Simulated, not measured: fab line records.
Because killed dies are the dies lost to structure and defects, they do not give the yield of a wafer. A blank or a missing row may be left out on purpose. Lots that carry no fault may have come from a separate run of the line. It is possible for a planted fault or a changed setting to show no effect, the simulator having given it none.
2 desks looking at one fault | flow n5Finfet | each desk holds nothing but its own numbers, with what lay behind them at the end

FROM THE METROLOGY DESK
What the gauges read, lot by lot, whatever tool the lot ran on: means of the sampled wafers that have a number. The brackets show how far a lot's mean lies from the usual mean; more than 4 standard deviations puts the lot out of limits, marked OUT. Of its 11 readings 7 are shown: those that lie furthest out on some lot.
Columns: A = CA_OVL at N5_MOL_CONTACT_COAG_OVL_MEAS_09, usual 0.0 nm; B = DIBL_N at N5_BEOL_M4_RC_MEAS_101, usual 36.2 mV/V; C = IOFF_N at N5_BEOL_M4_RC_MEAS_101, usual 0.155 nA/um; D = IOFF_P at N5_BEOL_M4_RC_MEAS_101, usual 0.210 nA/um; E = ION_P at N5_BEOL_M4_RC_MEAS_101, usual 465 uA/um; F = VT_N at N5_BEOL_M4_RC_MEAS_101, usual 249.9 mV; G = VT_P at N5_BEOL_M4_RC_MEAS_101, usual -250 mV
lot  | first seen here | A    | B    | C     | D     | E   | F     | G
L774 | day 6 11:01     | 0.1  | 34.7 | 0.150 | 0.216 | 470 | 250.5 | -251
L776 | day 6 13:52     | -0.0 | 35.7 | 0.159 | 0.246 | 475 | 248.0 | -245
L782 | day 8 05:59     | 1.3  | 35.3 | 0.159 | 0.226 | 468 | 249.6 | -248
L783 | day 8 10:05     | -0.1 | 36.7 | 0.178 | 0.264 | 475 | 246.4 | -246
L786 | day 9 02:55     | 0.6  | 36.1 | 0.147 | 0.210 | 464 | 251.1 | -249
L787 | day 9 11:17     | 0.7  | 35.1 | 0.156 | 0.213 | 469 | 247.6 | -248
L788 | day 9 17:11     | -0.1 | 35.2 | 0.132 | 0.171 | 457 | 250.9 | -253
L789 | day 9 21:55     | 0.5  | 37.4 | 0.153 | 0.209 | 463 | 250.4 | -249
L791 | day 10 12:59    | -0.3 | 36.6 | 0.150 | 0.182 | 456 | 250.8 | -252
This desk's finding: nothing out of limits on any of the 9 lots.

FOR THE TOOL OWNER'S DESK: aldMetal-04
The tool's own readings at N5_MOL_CONTACT_COAG_ALD_20 (deposits TiN, target thk 1.5 nm, pulse time 1 s, purge time 3 s): means of the sampled wafers that have a number, for each lot that ran on this tool. The brackets show how far a lot's mean lies from the usual mean; more than 4 standard deviations puts the lot out of limits, marked OUT.
Columns: A = chamberPressureTorr at N5_MOL_CONTACT_COAG_ALD_20, usual 3.000 Torr; B = heaterPowerW at N5_MOL_CONTACT_COAG_ALD_20, usual 931 W; C = precursorPulseHeightRel at N5_MOL_CONTACT_COAG_ALD_20, usual 0.998
lot  | first seen here | A     | B   | C
L774 | day 6 12:04     | 3.000 | 905 | 1.003
L788 | day 9 19:14     | 3.002 | 920 | 1.000
L789 | day 9 23:13     | 3.001 | 925 | 1.011
L791 | day 10 14:14    | 3.005 | 960 | 0.993
This desk's finding: nothing out of limits on any of the 4 lots.

PUT TOGETHER
From the metrology desk's view, nothing was out of limits.
Nothing out of limits was seen by the tool owner's desk.

WHAT THE SIMULATOR HAD PUT IN
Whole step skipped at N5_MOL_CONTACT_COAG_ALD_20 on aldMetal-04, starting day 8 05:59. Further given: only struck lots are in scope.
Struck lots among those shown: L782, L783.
